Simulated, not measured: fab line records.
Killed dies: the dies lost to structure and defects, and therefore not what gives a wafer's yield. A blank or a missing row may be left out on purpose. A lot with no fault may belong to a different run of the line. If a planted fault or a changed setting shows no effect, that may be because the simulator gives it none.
Which tool is to blame? / flow nand harc / 14 lots with 42 wafers sampled at 6 steps, on a route of 1302 steps

## WHAT THE GAUGES READ, wafer by wafer
NHARC_A_DECK1_JOINT_THK_MEAS_17: measures by ellipsometry.
lot=L701; measured=day 12 10:01; on=film metro-02; thk nm (nm)=45.0 43.1 45.9
lot=L702; measured=day 12 21:48; on=film metro-01; thk nm (nm)=44.6 46.0 44.8
lot=L703; measured=day 13 06:30; on=film metro-01; thk nm (nm)=42.9 42.5 44.8
lot=L704; measured=day 13 14:27; on=film metro-01; thk nm (nm)=44.1 47.1 45.6
lot=L705; measured=day 14 04:52; on=film metro-01; thk nm (nm)=45.4 42.9 46.0
lot=L707; measured=day 15 00:27; on=film metro-01; thk nm (nm)=44.2 43.5 44.6
lot=L711; measured=day 16 20:47; on=film metro-01; thk nm (nm)=45.4 44.8 47.2
lot=L714; measured=day 17 11:23; on=film metro-01; thk nm (nm)=45.0 46.4 45.8
lot=L719; measured=day 19 22:55; on=film metro-02; thk nm (nm)=45.5 44.0 45.1
lot=L720; measured=day 20 08:58; on=film metro-02; thk nm (nm)=42.2 44.3 44.9
lot=L721; measured=day 21 07:49; on=film metro-02; thk nm (nm)=42.7 45.0 45.1
lot=L722; measured=day 21 07:50; on=film metro-01; thk nm (nm)=45.3 45.7 45.9
lot=L723; measured=day 21 23:38; on=film metro-01; thk nm (nm)=45.4 44.7 45.0
lot=L724; measured=day 22 14:25; on=film metro-02; thk nm (nm)=46.6 47.3 43.7

NHARC_A_ONON_D2_THK_MEAS_08: measures by ellipsometry.
lot=L701; measured=day 12 11:46; on=film metro-02; thk nm (nm)=991 990 991
lot=L702; measured=day 12 23:34; on=film metro-02; thk nm (nm)=1005 1004 1004
lot=L703; measured=day 13 08:14; on=film metro-02; thk nm (nm)=1001 1002 1000
lot=L704; measured=day 13 16:11; on=film metro-01; thk nm (nm)=1005 1005 1006
lot=L705; measured=day 14 06:41; on=film metro-02; thk nm (nm)=1008 1008 1007
lot=L707; measured=day 15 02:12; on=film metro-02; thk nm (nm)=1009 1007 1010
lot=L711; measured=day 16 22:31; on=film metro-01; thk nm (nm)=997 995 998
lot=L714; measured=day 17 13:08; on=film metro-01; thk nm (nm)=1004 1002 1004
lot=L719; measured=day 20 00:55; on=film metro-01; thk nm (nm)=1006 1006 1006
lot=L720; measured=day 20 10:43; on=film metro-01; thk nm (nm)=996 998 998
lot=L721; measured=day 21 09:34; on=film metro-02; thk nm (nm)=1010 1010 1010
lot=L722; measured=day 21 09:37; on=film metro-01; thk nm (nm)=989 990 989
lot=L723; measured=day 22 01:23; on=film metro-02; thk nm (nm)=1006 1007 1008
lot=L724; measured=day 22 16:08; on=film metro-01; thk nm (nm)=1021 1021 1021

NHARC_A_ONON_D2_THK_MEAS_11: measures by ellipsometry.
lot=L701; measured=day 12 12:20; on=film metro-01; thk nm (nm)=1011 1012 1013
lot=L702; measured=day 13 00:08; on=film metro-02; thk nm (nm)=998 999 997
lot=L703; measured=day 13 08:49; on=film metro-02; thk nm (nm)=1010 1009 1011
lot=L704; measured=day 13 16:46; on=film metro-01; thk nm (nm)=988 987 988
lot=L705; measured=day 14 07:15; on=film metro-02; thk nm (nm)=1009 1009 1009
lot=L707; measured=day 15 02:46; on=film metro-01; thk nm (nm)=989 991 991
lot=L711; measured=day 16 23:05; on=film metro-01; thk nm (nm)=1011 1013 1014
lot=L714; measured=day 17 13:41; on=film metro-01; thk nm (nm)=991 991 993
lot=L719; measured=day 20 01:38; on=film metro-02; thk nm (nm)=1004 1004 1002
lot=L720; measured=day 20 11:17; on=film metro-01; thk nm (nm)=1013 1013 1014
lot=L721; measured=day 21 10:10; on=film metro-02; thk nm (nm)=999 1001 1000
lot=L722; measured=day 21 10:12; on=film metro-01; thk nm (nm)=1015 1016 1016
lot=L723; measured=day 22 01:58; on=film metro-02; thk nm (nm)=989 988 988
lot=L724; measured=day 22 16:43; on=film metro-02; thk nm (nm)=994 993 992

NHARC_A_ONON_D2_THK_MEAS_21: measures by ellipsometry.
lot=L701; measured=day 12 21:14; on=film metro-01; thk nm (nm)=1015 1016 1016
lot=L702; measured=day 13 09:54; on=film metro-01; thk nm (nm)=1010 1011 1011
lot=L703; measured=day 13 19:29; on=film metro-01; thk nm (nm)=975 972 973
lot=L704; measured=day 14 04:04; on=film metro-02; thk nm (nm)=1007 1007 1005
lot=L705; measured=day 14 20:06; on=film metro-02; thk nm (nm)=988 989 989
lot=L707; measured=day 15 11:09; on=film metro-01; thk nm (nm)=993 996 994
lot=L711; measured=day 17 07:32; on=film metro-02; thk nm (nm)=579 581 582
lot=L714; measured=day 18 02:01; on=film metro-01; thk nm (nm)=577 578 577
lot=L719; measured=day 20 10:08; on=film metro-01; thk nm (nm)=1011 1012 1011
lot=L720; measured=day 20 20:08; on=film metro-01; thk nm (nm)=1000 1002 1002
lot=L721; measured=day 22 02:55; on=film metro-01; thk nm (nm)=996 994 992
lot=L722; measured=day 22 02:56; on=film metro-02; thk nm (nm)=1008 1006 1006
lot=L723; measured=day 22 10:52; on=film metro-02; thk nm (nm)=994 995 993
lot=L724; measured=day 23 01:54; on=film metro-01; thk nm (nm)=985 984 984

NHARC_END_SORT_01.
lot=L711; measured=day 29 00:11; on=prober-02; killed at array=669 670 673; killed at other=1 0 0; killed at periphery=7 7 4; killed dies=677 677 677; killed open=3 2 4; killed short=2 1 2
lot=L714; measured=day 29 07:08; on=prober-01; killed at array=668 666 675; killed at other=5 6 1; killed at periphery=4 5 1; killed dies=677 677 677; killed open=3 2 2; killed short=4 3 2

## WHAT TOOL EACH LOT RAN ON (gives the tool, then ch and the chambers of the sampled wafers, and finally the start)
lot=L701; NHARC_A_ONON_D2_DEP_19=pecvd onon-02 ch 0, day 12 20:46
lot=L702; NHARC_A_ONON_D2_DEP_19=pecvd onon-04 ch 0, day 13 09:27
lot=L703; NHARC_A_ONON_D2_DEP_19=pecvd onon-01 ch 0, day 13 18:59
lot=L704; NHARC_A_ONON_D2_DEP_19=pecvd onon-01 ch 0, day 14 03:36
lot=L705; NHARC_A_ONON_D2_DEP_19=pecvd onon-02 ch 0, day 14 19:39
lot=L707; NHARC_A_ONON_D2_DEP_19=pecvd onon-04 ch 0, day 15 10:46
lot=L711; NHARC_A_ONON_D2_DEP_19=pecvd onon-01 ch 0, day 17 07:12
lot=L714; NHARC_A_ONON_D2_DEP_19=pecvd onon-01 ch 0, day 18 01:38
lot=L719; NHARC_A_ONON_D2_DEP_19=pecvd onon-04 ch 0, day 20 09:37
lot=L720; NHARC_A_ONON_D2_DEP_19=pecvd onon-04 ch 0, day 20 19:41
lot=L721; NHARC_A_ONON_D2_DEP_19=pecvd onon-01 ch 0, day 22 02:25
lot=L722; NHARC_A_ONON_D2_DEP_19=pecvd onon-02 ch 0, day 22 02:25
lot=L723; NHARC_A_ONON_D2_DEP_19=pecvd onon-01 ch 0, day 22 10:22
lot=L724; NHARC_A_ONON_D2_DEP_19=pecvd onon-04 ch 0, day 23 01:26
- NHARC_A_ONON_D2_DEP_19: target thk 1000 nm.

## AS READ BY THE TOOLS THEMSELVES (means over the sampled wafers that have a number; for cases with no such wafer, the mark the record gives instead)
The record holds no such reading with a usual standard deviation.

## THE ANSWER, worked out from the rows above alone
Rule: the lots themselves supply what counts as usual. Put in order of their means at a reading, lots are off if they are a third of the lots or fewer, leave a main group of 4 or more, and stand apart from it by a gap of 3 or more times the standard deviation of the main group's means; of several such gaps the widest counts. The tables above print the reading to a certain number of digits; a main group whose means all agree to those digits is not used. A lot without any number at a reading at which 4 lots or more have one is off too. All remaining lots with rows at the step are treated as sound. Order of review: gauges by route order, followed by the tools' own readings, for which a lot's mean as printed above is used. The first step at which some lot is off is used, and at that step the reading that is off furthest; a lot without a number counts as furthest.
Off, at NHARC_A_ONON_D2_THK_MEAS_21 on thk nm: L711, L714. Mean 998 nm and standard deviation 12 in the main group.
A tool fits if, at a process step before that reading, it ran every lot that is off, and no sound lot after the first of them. The gauges at NHARC_A_ONON_D2_THK_MEAS_21 are tried like those tools. Not one of the candidates tried fits.

## WHAT THE SIMULATOR HAD PUT IN
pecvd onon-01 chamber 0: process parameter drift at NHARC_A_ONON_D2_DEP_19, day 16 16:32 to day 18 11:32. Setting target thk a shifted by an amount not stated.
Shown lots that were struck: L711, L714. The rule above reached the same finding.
